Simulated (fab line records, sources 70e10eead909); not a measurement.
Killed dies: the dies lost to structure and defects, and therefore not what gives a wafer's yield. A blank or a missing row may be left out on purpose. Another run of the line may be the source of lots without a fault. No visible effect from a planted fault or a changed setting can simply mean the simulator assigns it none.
Matching of chambers || flow nand_harc || 4 sister chambers for NHARC_P_CONTACT_ALD_22 on ald_metal-04
The step deposits TiN, target thk 3 nm, pulse time 1 s, ald cycles 150. 8 wafers are shown with their chamber, then 8 later ones without.

== EACH WAFER AND ITS CHAMBER ==
{"wafer": "L080.3", "chamber": 2, "heater_power_w (W)": 1158, "heater_power_outer_w (W)": 751}
{"wafer": "L081.2", "chamber": 0, "heater_power_w (W)": 1014, "heater_power_outer_w (W)": 642}
{"wafer": "L081.3", "chamber": 3, "heater_power_w (W)": 1171, "heater_power_outer_w (W)": 733}
{"wafer": "L081.5", "chamber": 3, "heater_power_w (W)": 1143, "heater_power_outer_w (W)": 716}
{"wafer": "L083.1", "chamber": 0, "heater_power_w (W)": 991, "heater_power_outer_w (W)": 654}
{"wafer": "L083.2", "chamber": 2, "heater_power_w (W)": 1155, "heater_power_outer_w (W)": 769}
{"wafer": "L083.6", "chamber": 1, "heater_power_w (W)": 1266, "heater_power_outer_w (W)": 772}
{"wafer": "L084.1", "chamber": 1, "heater_power_w (W)": 1261, "heater_power_outer_w (W)": 790}

== WAFERS MISSING THEIR CHAMBER ==
{"wafer": "L084.2", "heater_power_w (W)": 1000, "heater_power_outer_w (W)": 638}
{"wafer": "L084.6", "heater_power_w (W)": 1219, "heater_power_outer_w (W)": 785}
{"wafer": "L085.1", "heater_power_w (W)": 1191, "heater_power_outer_w (W)": 776}
{"wafer": "L085.3", "heater_power_w (W)": 1134, "heater_power_outer_w (W)": 722}
{"wafer": "L085.6", "heater_power_w (W)": 1025, "heater_power_outer_w (W)": 636}
{"wafer": "L096.1", "heater_power_w (W)": 1189, "heater_power_outer_w (W)": 799}
{"wafer": "L096.3", "heater_power_w (W)": 1242, "heater_power_outer_w (W)": 815}
{"wafer": "L096.5", "heater_power_w (W)": 1086, "heater_power_outer_w (W)": 641}

== CHAMBER TAKEN BY EACH ==
{"wafer": "L084.2", "from the rows above": 0, "in truth": 0}
{"wafer": "L084.6", "from the rows above": "can't be placed: 1 or 2", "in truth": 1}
{"wafer": "L085.1", "from the rows above": 2, "in truth": 2}
{"wafer": "L085.3", "from the rows above": "can't be placed: 3 or 2", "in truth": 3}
{"wafer": "L085.6", "from the rows above": 0, "in truth": 0}
{"wafer": "L096.1", "from the rows above": "can't be placed: 2 or 1", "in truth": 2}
{"wafer": "L096.3", "from the rows above": 1, "in truth": 1}
{"wafer": "L096.5", "from the rows above": 0, "in truth": 0}
Correct placement for 5 of the 8. Not placeable from these rows: 3 (in 3, the candidates include the true chamber). Placed wrongly: 0.
How it was worked out, from the rows above alone: a wafer's distance from a chamber is the root of the sum, over the readings, of the square of ((its reading less the chamber's mean) divided by the reading's scatter). If the next closest chamber is less than 2 further off than the closest, the wafer can't be placed; otherwise it belongs to the closest. A chamber's mean is the mean of its shown wafers. The scatter: the root of (the sum of the squares of (reading less its chamber's mean) over the shown wafers, divided by (wafers less chambers)).
